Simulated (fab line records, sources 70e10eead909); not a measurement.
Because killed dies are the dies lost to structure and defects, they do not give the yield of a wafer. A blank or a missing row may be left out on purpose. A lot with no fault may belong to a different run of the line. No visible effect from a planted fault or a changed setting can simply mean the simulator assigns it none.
Which of the tools did it? :: flow nand harc :: 21 wafers from 7 lots sampled at 4 of the route's 1159 steps

== WHAT THE GAUGES READ, wafer by wafer ==
NHARC_END_SORT_01.
lot: L491
measured: day 22 08:10
on: prober-01
killed at array: 97 95 64

lot: L494
measured: day 23 12:03
on: prober-02
killed at array: 60 104 69

== EACH LOT AND THE TOOL THAT RAN IT (in order: tool; ch and the chambers of the sampled wafers; start) ==
lot: L482
NHARC_A_WL_FILL_CVD_03: cvd w-02 ch 0,1, day 15 08:47
NHARC_THIN_TSV_DEP_43: pecvd-01 ch 0,1, day 19 05:22
NHARC_THIN_TSV_PVD_19: pvd sputter-01, no start

lot: L484
NHARC_A_WL_FILL_CVD_03: cvd w-01 ch 0,1, day 15 16:23
NHARC_THIN_TSV_DEP_43: pecvd-03 ch 0,1,2, day 19 11:43
NHARC_THIN_TSV_PVD_19: pvd sputter-02, no start

lot: L485
NHARC_A_WL_FILL_CVD_03: cvd w-02 ch 0, day 16 13:02
NHARC_THIN_TSV_DEP_43: pecvd-04 ch 0,1, day 20 17:58
NHARC_THIN_TSV_PVD_19: pvd sputter-01, no start

lot: L490
NHARC_A_WL_FILL_CVD_03: cvd w-02 ch 0,1, day 17 11:42
NHARC_THIN_TSV_DEP_43: pecvd-04 ch 0,1, day 21 01:22
NHARC_THIN_TSV_PVD_19: pvd sputter-02, no start

lot: L491
NHARC_A_WL_FILL_CVD_03: cvd w-02 ch 0,1, day 18 04:14
NHARC_THIN_TSV_DEP_43: pecvd-03 ch 0,2, day 21 15:28
NHARC_THIN_TSV_PVD_19: pvd sputter-01, day 22 08:10 or earlier

lot: L494
NHARC_A_WL_FILL_CVD_03: cvd w-02 ch 0,1, day 18 21:25
NHARC_THIN_TSV_DEP_43: pecvd-03 ch 0,1,2, day 22 21:37
NHARC_THIN_TSV_PVD_19: pvd sputter-03, day 23 12:03 or earlier

lot: L498
NHARC_A_WL_FILL_CVD_03: cvd w-01 ch 0,1, day 19 13:27
NHARC_THIN_TSV_DEP_43: pecvd-01 ch 0,1, day 23 04:34
NHARC_THIN_TSV_PVD_19: pvd sputter-02, no start
- NHARC_A_WL_FILL_CVD_03: deposits W, target thk 40 nm, time 3302 s.
- NHARC_THIN_TSV_DEP_43: deposits SiO2, target thk 1328.5 nm.
- NHARC_THIN_TSV_PVD_19: deposits TaN, target thk 20 nm.

== THE ANSWER, worked out from the rows above alone ==
Rule: the usual values come from the lots themselves. Put in order of their means at a reading, lots are off if they are a third of the lots or fewer, leave a main group of 4 or more, and stand apart from it by a gap of 3 or more times the standard deviation of the main group's means; of several such gaps the widest counts. If all means in a main group match to the digits the tables above print for the reading, that group is not used. Also off: a lot with no number at a reading for which 4 or more lots have one. Any other lot the step has rows for is counted as sound.
No lot is off on any of the readings shown, so nothing can be concluded from this.

== WHAT THE SIMULATOR PUT IN ==
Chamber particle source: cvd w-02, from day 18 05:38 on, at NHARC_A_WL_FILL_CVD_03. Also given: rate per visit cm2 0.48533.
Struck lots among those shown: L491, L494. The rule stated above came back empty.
